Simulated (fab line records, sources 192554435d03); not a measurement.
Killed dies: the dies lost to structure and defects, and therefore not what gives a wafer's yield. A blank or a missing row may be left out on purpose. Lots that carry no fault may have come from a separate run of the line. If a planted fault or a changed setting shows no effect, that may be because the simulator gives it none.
8D (eight disciplines) problem report, filled in by code :: flow n5 finfet :: the parts of the form that need people (team, actions taken, sign-off) are left out

== 1. PROBLEM STATEMENT ==
Wafers free of any fault read 0.4 nm (standard deviation 0.81) for M11_OVL at N5_BEOL_M11_OVL_MEAS_12, against a mean of 18.3 nm on 6 wafers of 2 lots. That puts it +22 standard deviations away from the usual mean.
Seen first at day 14 03:48 on overlay-02, wafer L496.1. The record has a number at this step for 30 wafers belonging to 10 lots. The rule behind "out" and "out of limits": a value lying over 4 standard deviations away from the usual mean. All remaining wafers that have a number are taken as sound.

== 2. WHAT IT IS, WHAT IT ISN'T ==
question: which readings at this step
is: M11_OVL
is not: -

question: which lots
is: L496, L497
is not: L483, L485, L487, L500, L502, L503, L504, L505

question: which wafers of those lots
is: all that have a number
is not: -

question: read on which gauges
is: overlay-01, overlay-02
is not: -

question: when
is: from day 14 03:48
is not: up to then (9 sound wafers); but 15 sound wafers of L500, L502, L503, L504, L505 came after

== 3. THE SUSPECTS, EACH WITH WHAT RULES IT OUT ==
Counting: a tool at any process step up to the reading remains a suspect when it ran all the lots that are out and ran no sound lot after the first of those.
- ruled out: the gauge at N5_BEOL_M11_OVL_MEAS_12. 2 gauges (overlay-01, overlay-02) read the wafers that are out.
- arfi scanner-01 at N5_BEOL_M11_EXPOSE_08 (exposes mask M11): kept. It ran every lot that is out, first L496 (day 14 03:38), and no sound lot after that; its last sound lot up to then is L483 (day 11 03:14).
After counting, what remains is arfi scanner-01 at N5_BEOL_M11_EXPOSE_08.

== 4. THE CAUSE (what the simulator had put in) ==
Scanner matching overlay: arfi scanner-01, from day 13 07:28 on, at N5_BEOL_M11_EXPOSE_08. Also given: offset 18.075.
This tool alone remained once counting was done.

== 5. THE EFFECT CHAIN, in route order ==
Each row: a reading whose mean over the struck wafers that have a number lies more than 3 standard deviations from the usual. Scope: only readings with a usual standard deviation given in the record; hours: median across lots of the time from each lot's start at the first step in this table that gives one to its start at this step; sigmas: change in usual standard deviations.
hours: 0
step: N5_BEOL_M11_OVL_MEAS_12
reading: M11_OVL
usual: 0.4 nm
on struck wafers: 18.3
change: +17.9
sigmas: +22

== 6. HOW IT WOULD HAVE BEEN CAUGHT EARLIER ==
Counted from the fault's start at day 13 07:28, it took 20 hours until the first out-of-limits reading at a measuring or inspecting step in this record, taken at day 14 03:48.
Among the 2 lots that are out, L497 began N5_BEOL_M11_EXPOSE_08 on arfi scanner-01 after day 14 03:48. Had the tool been put on hold then, it would have been spared.
